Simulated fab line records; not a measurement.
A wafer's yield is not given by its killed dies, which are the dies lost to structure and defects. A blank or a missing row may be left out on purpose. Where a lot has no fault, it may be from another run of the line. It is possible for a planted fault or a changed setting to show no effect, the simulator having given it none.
The same fault as seen by 2 desks | flow n5-finfet | numbers are kept per desk, each desk with only its own; the story behind them comes last

## THE METROLOGY DESK
Means of the sampled wafers that have a number, per lot and without regard to the tool the lot ran on: this is what the gauges read. The brackets show how far a lot's mean lies from the usual mean; more than 4 standard deviations puts the lot out of limits, marked OUT. 7 of its 15 readings are shown: the first one out of limits and those lying furthest out on some lot.
Columns: A = trench-depth-nm at N5_BEOL_M2_OCD_MEAS_38, usual 55.5 nm; B = M2_THK at N5_BEOL_M2_THK_MEAS_53, usual 40.0 nm; C = M2_RS at N5_BEOL_M2_RS_MEAS_58, usual 0.68 ohm/sq; D = IOFF_N at N5_BEOL_M4_RC_MEAS_101, usual 0.163 nA/um; E = SERP_M2 at N5_BEOL_M4_RC_MEAS_101, usual 199 ohm/um; F = SERP_M2_max_site at N5_BEOL_M4_RC_MEAS_101, usual 214 ohm/um; G = VT_N at N5_BEOL_M4_RC_MEAS_101, usual 249.3 mV
lot  | first seen here | A              | B               | C              | D     | E              | F              | G
L251 | day 7 16:20     | 55.0           | 37.5            | 0.73           | 0.158 | 221            | 234            | 249.2
L257 | day 9 00:57     | 55.6           | 41.6            | 0.63           | 0.225 | 188            | 202            | 244.6
L259 | day 10 09:35    | 46.1 (-11) OUT | 31.0 (-6.4) OUT | 1.09 (+13) OUT | 0.146 | 316 (+8.4) OUT | 334 (+8.6) OUT | 249.1
L261 | day 10 15:03    | 45.9 (-11) OUT | 31.1 (-6.4) OUT | 1.08 (+12) OUT | 0.141 | 288 (+6.4) OUT | 308 (+6.8) OUT | 250.8
L264 | day 10 23:14    | 46.0 (-11) OUT | 29.2 (-7.7) OUT | 1.22 (+17) OUT | 0.142 | 322 (+8.8) OUT | 355 (+10) OUT  | 252.5
L267 | day 11 17:13    | 55.0           | 39.8            | 0.69           | 0.125 | 210            | 220            | 255.6
L268 | day 11 22:08    | 54.7           | 38.6            | 0.71           | 0.174 | 221            | 232            | 248.5
L269 | day 12 02:57    | 55.7           | 40.6            | 0.66           | 0.147 | 193            | 207            | 251.8
This desk's finding: out of limits on L259, L261, L264; first on L259, day 10 09:35 (trench-depth-nm at N5_BEOL_M2_OCD_MEAS_38). L251, L257, L267, L268, L269: within limits.

## THE TOOL OWNER'S DESK: rie-diel-03
The tool's own readings at N5_BEOL_M2_TRENCH_ETCH_37 (etches SiOC in C4F6/O2, target depth 55.555 nm, time 29.2 s): means of the sampled wafers that have a number, for each lot that ran on this tool. The brackets show how far a lot's mean lies from the usual mean; more than 4 standard deviations puts the lot out of limits, marked OUT.
Columns: A = drypump-motor-current-A at N5_BEOL_M2_TRENCH_ETCH_37, usual 5.8 A; B = oes-product-au at N5_BEOL_M2_TRENCH_ETCH_37, usual 0.79 a.u.; C = rf-vpp-V at N5_BEOL_M2_TRENCH_ETCH_37, usual 666 V; D = run-length-s at N5_BEOL_M2_TRENCH_ETCH_37, usual 52.2 s; E = showerhead-plenum-p-Torr at N5_BEOL_M2_TRENCH_ETCH_37, usual 2.82 Torr; F = throttle-valve-pct at N5_BEOL_M2_TRENCH_ETCH_37, usual 20.85 %
lot  | first seen here | A   | B    | C   | D               | E    | F
L251 | day 7 16:11     | 5.5 | 0.74 | 667 | 52.2            | 2.83 | 21.09
L257 | day 9 00:47     | 5.7 | 0.76 | 662 | 52.2            | 2.88 | 21.16
L259 | day 10 09:25    | 5.5 | 0.84 | 666 | 47.1 (-8.8) OUT | 2.75 | 20.90
L261 | day 10 14:53    | 5.1 | 0.91 | 674 | 47.0 (-8.9) OUT | 2.78 | 20.70
L264 | day 10 23:05    | 5.9 | 0.82 | 662 | 48.1 (-7.1) OUT | 2.87 | 20.84
This desk's finding: out of limits on L259, L261, L264; first on L259, day 10 09:25 (run-length-s at N5_BEOL_M2_TRENCH_ETCH_37). L251, L257: within limits.

## BROUGHT TOGETHER
An alarm could have come from the tool owner's desk at day 10 09:25, on L259, L261, L264.
The metrology desk could have raised an alarm at day 10 09:35, on L259, L261, L264.
N5_BEOL_M2_TRENCH_ETCH_37 was run on rie-diel-03 by each of the lots named.

## WHAT THE SIMULATOR HAD PUT IN
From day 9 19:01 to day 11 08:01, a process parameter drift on rie-diel-03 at N5_BEOL_M2_TRENCH_ETCH_37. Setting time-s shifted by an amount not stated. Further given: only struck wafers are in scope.
Shown lots that were struck: L259, L261, L264.
Hours from the fault's start to each desk's first reading out of limits: the tool owner's desk, 14; the metrology desk, 15.
